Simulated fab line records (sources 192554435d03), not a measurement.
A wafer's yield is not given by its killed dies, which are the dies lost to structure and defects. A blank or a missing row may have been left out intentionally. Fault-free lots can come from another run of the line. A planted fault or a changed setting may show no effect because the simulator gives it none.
Which tool is to blame?	flow n5Finfet	35 wafers from 12 lots sampled at 3 of the route's 1938 steps

## WHAT THE GAUGES SHOWED, per wafer
N5_BEOL_M8_INSPECT_58: inspects for defects (darkfield).
lot	measured	on	rawDefectCount
L482	day 9 09:43	defectInspect-01	81 86 115
L484	day 9 19:59	defectInspect-01	55 46 58
L486	day 10 10:28	defectInspect-02	88 86 70
L485	day 10 10:51	defectInspect-01	23 43 36
L488	day 10 22:29	defectInspect-02	79 113 97
L487	day 11 00:22	defectInspect-02	40 56 88
L489	day 11 07:37	defectInspect-01	49 47 71
L494	day 12 14:11	defectInspect-02	44 52 52
L495	day 12 18:05	defectInspect-01	92 101
L493	day 12 22:16	defectInspect-02	38 50 49
L499	day 13 19:25	defectInspect-01	52 56 27
L503	day 14 19:09	defectInspect-01	62 67 57

N5_BEOL_M9_CD_MEAS_18: pitch 140 nm, target cd 70 nm.
lot	measured	on	cdNm (nm)
L482	day 9 12:25	cdSem-03	70.2 69.7 69.8
L484	day 10 00:40	cdSem-02	69.8 70.7 70.0
L486	day 10 13:24	cdSem-03	69.1 69.5 70.4
L485	day 10 13:51	cdSem-01	70.1 69.8 70.1
L488	day 11 00:37	cdSem-03	70.5 70.5 70.6
L487	day 11 06:09	cdSem-03	69.9 69.3 70.2
L489	day 11 13:02	cdSem-03	70.0 70.0 70.5
L494	day 12 18:01	cdSem-01	69.5 69.6 69.8
L495	day 12 22:40	cdSem-01	69.8 69.4
L493	day 13 01:01	cdSem-01	70.0 71.0 71.0
L499	day 13 22:05	cdSem-02	70.8 71.0 71.0
L503	day 14 21:37	cdSem-02	70.6 70.0 70.8

## WHAT TOOL EACH LOT RAN ON (gives the tool, then ch and the chambers of the sampled wafers, and finally the start)
lot	N5_BEOL_M9_CURE_71
L482	uvCure-01 ch 2, day 9 09:54
L484	uvCure-03 ch 1, day 9 20:07
L486	uvCure-02 ch 2, day 10 10:44
L485	uvCure-03 ch 1, day 10 10:58
L488	uvCure-02 ch 2, day 10 22:46
L487	uvCure-03 ch 2, day 11 00:30
L489	uvCure-02 ch 1, day 11 07:44
L494	uvCure-03 ch 2, day 12 14:18
L495	uvCure-02 ch 1, day 12 18:31
L493	uvCure-01 ch 1, day 12 22:23
L499	uvCure-02 ch 1, day 13 19:37
L503	uvCure-03 ch 2, day 14 19:21
- N5_BEOL_M9_CURE_71: cures SiCOH lowk, time 240 s.

## AS READ BY THE TOOLS THEMSELVES (means over the sampled wafers that have a number; for cases with no such wafer, the mark the record gives instead)
N5_BEOL_M9_CURE_71.
lot	tool	lampPowerPct (%)	wafer_temp_C_max
L482	uvCure-01	52.31	387.5
L484	uvCure-03	52.36	386.9
L486	uvCure-02	52.31	386.4
L485	uvCure-03	52.32	386.9
L488	uvCure-02	52.34	386.8
L487	uvCure-03	52.41	387.7
L489	uvCure-02	52.32	386.4
L494	uvCure-03	52.32	387.9
L495	uvCure-02	52.27	386.1
L493	uvCure-01	52.29	386.2
L499	uvCure-02	52.27	386.3
L503	uvCure-03	52.27	388.3

## THE ANSWER, worked out from the rows above alone
Rule: the lots themselves supply what counts as usual. Put in order of their means at a reading, lots are off if they are a third of the lots or fewer, leave a main group of 4 or more, and stand apart from it by a gap of 3 or more times the standard deviation of the main group's means; of several such gaps the widest counts. The tables above print the reading to a certain number of digits; a main group whose means all agree to those digits is not used. Also off: a lot with no number at a reading for which 4 or more lots have one. Where the step has rows for the other lots, those lots are counted as sound. The gauges are gone through in route order, then the tools' own readings, and for those a lot's mean is taken as printed above. At the first step where some lot is off, the reading lying furthest off is the one used; lots without a number count as furthest.
None of the lots is off at any reading shown; this tells nothing.

## WHAT THE SIMULATOR HAD INSERTED
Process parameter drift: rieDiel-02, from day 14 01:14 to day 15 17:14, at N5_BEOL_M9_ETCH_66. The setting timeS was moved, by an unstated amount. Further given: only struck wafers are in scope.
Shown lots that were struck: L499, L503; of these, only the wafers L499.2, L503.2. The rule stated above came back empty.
